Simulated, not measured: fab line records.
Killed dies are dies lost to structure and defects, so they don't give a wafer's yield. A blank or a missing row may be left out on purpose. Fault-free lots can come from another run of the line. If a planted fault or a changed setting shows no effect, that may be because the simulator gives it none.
The tool behind it: which one? | flow n5_finfet | 11 lots, 32 wafers sampled, at 4 steps of a route of 1938

WHAT EACH GAUGE READ, for each wafer
N5_BEOL_M9_THK_MEAS_01. Usual: M9_ILD_THK gives 268 nm (standard deviation 3.2).
lot  | measured     | on            | M9_ILD_THK (nm) | flag
L358 | day 9 15:34  | film_metro-02 | 266 266 269     |
L359 | day 10 07:05 | film_metro-01 | 266 268 270     |
L361 | day 10 09:31 | film_metro-01 | 263 264 269     |
L363 | day 10 10:38 | film_metro-01 | 266 268 270     |
L364 | day 11 03:54 | film_metro-01 | 265 270         |
L371 | day 13 08:50 | film_metro-01 | 263 270 268     |
L374 | day 13 16:13 | film_metro-02 | 257 267 266     |
L376 | day 14 11:49 | film_metro-02 | 265 267 267     |
L378 | day 15 03:38 | film_metro-02 | 265 264 271     |
L379 | day 15 06:11 | film_metro-02 | 268 270 270     |
L380 | day 15 09:40 | film_metro-02 | 267 268 269     |

TOOL THAT RAN EACH LOT (tool first, then ch and the chambers of the sampled wafers, then the start)
lot  | N5_BEOL_M8_STRIP_36                | N5_BEOL_M8_ALD_77                   | N5_BEOL_M8_CMP_52
L358 | rie_diel-06 ch 0,1,2, day 9 11:38  | ald_metal-03 ch 0,1,2, day 9 12:52  | cmp-02 ch 0,2,3, day 9 14:28
L359 | rie_diel-06 ch 0,3, day 10 03:03   | ald_metal-01 ch 0,2, day 10 04:53   | cmp-01 ch 0,1,3, day 10 06:00
L361 | rie_diel-06 ch 0,1,2, day 10 05:08 | ald_metal-02 ch 0,1,3, day 10 06:16 | cmp-02 ch 0,2,3, day 10 08:29
L363 | rie_diel-05 ch 1,2, day 10 07:35   | ald_metal-02 ch 1,3, day 10 08:27   | cmp-02 ch 0,2,3, day 10 09:36
L364 | rie_diel-05 ch 0,2, day 10 23:02   | ald_metal-01 ch 0,2, day 10 23:51   | cmp-02 ch 1, day 11 02:49
L371 | rie_diel-06 ch 0,1,3, day 13 04:17 | ald_metal-03 ch 0,2,3, day 13 05:17 | cmp-01 ch 0,1,3, day 13 07:41
L374 | rie_diel-06 ch 0,1,3, day 13 12:55 | ald_metal-01 ch 1,2,3, day 13 13:49 | cmp-03 ch 0,1,3, day 13 15:07
L376 | rie_diel-04 ch 0,2,3, day 14 08:07 | ald_metal-02 ch 1,3, day 14 09:00   | cmp-01 ch 1,3, day 14 10:46
L378 | rie_diel-04 ch 0,2,3, day 15 00:07 | ald_metal-02 ch 0,1,2, day 15 00:58 | cmp-02 ch 0,1,2, day 15 02:34
L379 | rie_diel-05 ch 0,3, day 15 02:44   | ald_metal-02 ch 0,2, day 15 03:56   | cmp-01 ch 0,1, day 15 05:06
L380 | rie_diel-04 ch 0,1,3, day 15 06:11 | ald_metal-02 ch 1,3, day 15 07:14   | cmp-03 ch 0,1,2, day 15 08:35
- N5_BEOL_M8_STRIP_36: strips in N2/H2.
- N5_BEOL_M8_ALD_77: deposits TaN, target thk 2 nm, pulse time 2 s, purge time 3 s.
- N5_BEOL_M8_CMP_52: polishes, stops on SiCOH lowk, t overpolish 6.9 s, target thk 80 nm.

WHAT THE TOOLS THEMSELVES READ (means of the sampled wafers that have a number; where no wafer has one, the mark that the record gives instead)
N5_BEOL_M8_STRIP_36. Usual: drypump_motor_current_A is 5.8 A with standard deviation 0.42, h2_flow_sccm is 199.9 sccm with standard deviation 0.6, oes_product_au is 0.80 a.u. with standard deviation 0.078, rf_vpp_V is 59.2 V with standard deviation 1.5, showerhead_plenum_p_Torr is 2.58 Torr with standard deviation 0.086, temp_c is 40.00 C with standard deviation 0.099, and throttle_valve_pct is 23.41 % with standard deviation 0.29.
lot  | tool        | drypump_motor_current_A (A) | h2_flow_sccm (sccm) | oes_product_au (a.u.) | rf_vpp_V (V) | showerhead_plenum_p_Torr (Torr) | temp_c (C) | throttle_valve_pct (%) | flag
L358 | rie_diel-06 | 6.0                         | 199.9               | 0.77                  | 57.5         | 2.55                            | 39.90      | 23.52                  |
L359 | rie_diel-06 | 6.1                         | 200.2               | 0.71                  | 58.7         | 2.49                            | 39.98      | 23.40                  |
L361 | rie_diel-06 | 6.0                         | 200.3               | 0.77                  | 59.7         | 2.55                            | 39.99      | 23.54                  |
L363 | rie_diel-05 | 5.7                         | 199.5               | 0.79                  | 60.4         | 2.63                            | 40.16      | 23.22                  |
L364 | rie_diel-05 | 5.4                         | 199.5               | 0.86                  | 59.5         | 2.64                            | 39.97      | 23.31                  |
L371 | rie_diel-06 | 6.3                         | 199.8               | 0.82                  | 58.6         | 2.63                            | 39.89      | 23.36                  |
L374 | rie_diel-06 | 6.3                         | 200.3               | 0.82                  | 59.3         | 2.63                            | 40.05      | 23.34                  |
L376 | rie_diel-04 | 5.7                         | 199.8               | 0.81                  | 58.0         | 2.56                            | 39.96      | 23.57                  |
L378 | rie_diel-04 | 5.7                         | 200.4               | 0.80                  | 58.7         | 2.55                            | 40.07      | 23.56                  |
L379 | rie_diel-05 | 5.4                         | 199.9               | 0.84                  | 58.2         | 2.62                            | 39.96      | 23.69                  |
L380 | rie_diel-04 | 5.7                         | 199.9               | 0.81                  | 60.2         | 2.56                            | 39.94      | 23.28                  |

N5_BEOL_M8_ALD_77. Usual: heater_power_w reads 424 W (standard deviation 50).
lot  | tool         | heater_power_w (W) | flag
L358 | ald_metal-03 | 394                |
L359 | ald_metal-01 | 391                |
L361 | ald_metal-02 | 416                |
L363 | ald_metal-02 | 414                |
L364 | ald_metal-01 | 404                |
L371 | ald_metal-03 | 425                |
L374 | ald_metal-01 | 414                |
L376 | ald_metal-02 | 415                |
L378 | ald_metal-02 | 449                |
L379 | ald_metal-02 | 454                |
L380 | ald_metal-02 | 423                |

N5_BEOL_M8_CMP_52. Usual: barrier_field_endpoint_s 28.8 s, standard deviation 0.67; clearing_platen_down_force_psi 1.4997 psi, standard deviation 0.0028; head_pressure_psi 1.0002 psi, standard deviation 0.0023; motor_current_A 6.3 A, standard deviation 0.69; overpolish_run_s 6.901 s, standard deviation 0.0087; time_to_endpoint_s 62.0 s, standard deviation 2.6.
lot  | tool   | barrier_field_endpoint_s (s) | clearing_platen_down_force_psi (psi) | head_pressure_psi (psi) | motor_current_A (A) | overpolish_run_s (s) | time_to_endpoint_s (s) | flag
L358 | cmp-02 | 28.4                         | 1.5001                               | 1.0015                  | 5.6                 | 6.903                | 63.1                   |
L359 | cmp-01 | 29.1                         | 1.5026                               | 1.0006                  | 6.6                 | 6.900                | 64.9                   |
L361 | cmp-02 | 28.8                         | 1.4993                               | 1.0013                  | 5.6                 | 6.904                | 62.8                   |
L363 | cmp-02 | 24.0                         | 1.5004                               | 1.0021                  | 5.4                 | 6.905                | 54.8                   | OFF
L364 | cmp-02 | 22.7                         | 1.4987                               | 0.9989                  | 6.9                 | 6.902                | 45.2                   | OFF
L371 | cmp-01 | 29.4                         | 1.4998                               | 1.0007                  | 6.6                 | 6.907                | 63.5                   |
L374 | cmp-03 | 28.2                         | 1.5001                               | 0.9983                  | 6.3                 | 6.897                | 62.4                   |
L376 | cmp-01 | 28.6                         | 1.5023                               | 1.0012                  | 6.1                 | 6.897                | 66.1                   |
L378 | cmp-02 | 28.9                         | 1.4983                               | 1.0012                  | 5.9                 | 6.893                | 66.5                   |
L379 | cmp-01 | 29.3                         | 1.4997                               | 1.0003                  | 6.7                 | 6.907                | 61.8                   |
L380 | cmp-03 | 28.7                         | 1.4965                               | 0.9976                  | 6.3                 | 6.903                | 60.9                   |

THE ANSWER, worked out from the rows above alone
Rule: lot off if the mean of its wafers having a number is beyond 3 standard deviations from the usual mean. A lot without any number at a reading at which 4 lots or more have one is off too. Any other lot the step has rows for is counted as sound. After the gauges, taken in route order, come the tools' own readings; for these a lot's mean is taken, as printed above. The first step at which some lot is off is used, and at that step the reading that is off furthest; a lot without a number counts as furthest.
Off: L363, L364 (N5_BEOL_M8_CMP_52, barrier_field_endpoint_s).
A tool fits if, at that step or a process step before it, it ran every lot that is off, and no sound lot after the first of them. No candidate that was tried fits.

WHAT HAD BEEN PUT IN BY THE SIMULATOR
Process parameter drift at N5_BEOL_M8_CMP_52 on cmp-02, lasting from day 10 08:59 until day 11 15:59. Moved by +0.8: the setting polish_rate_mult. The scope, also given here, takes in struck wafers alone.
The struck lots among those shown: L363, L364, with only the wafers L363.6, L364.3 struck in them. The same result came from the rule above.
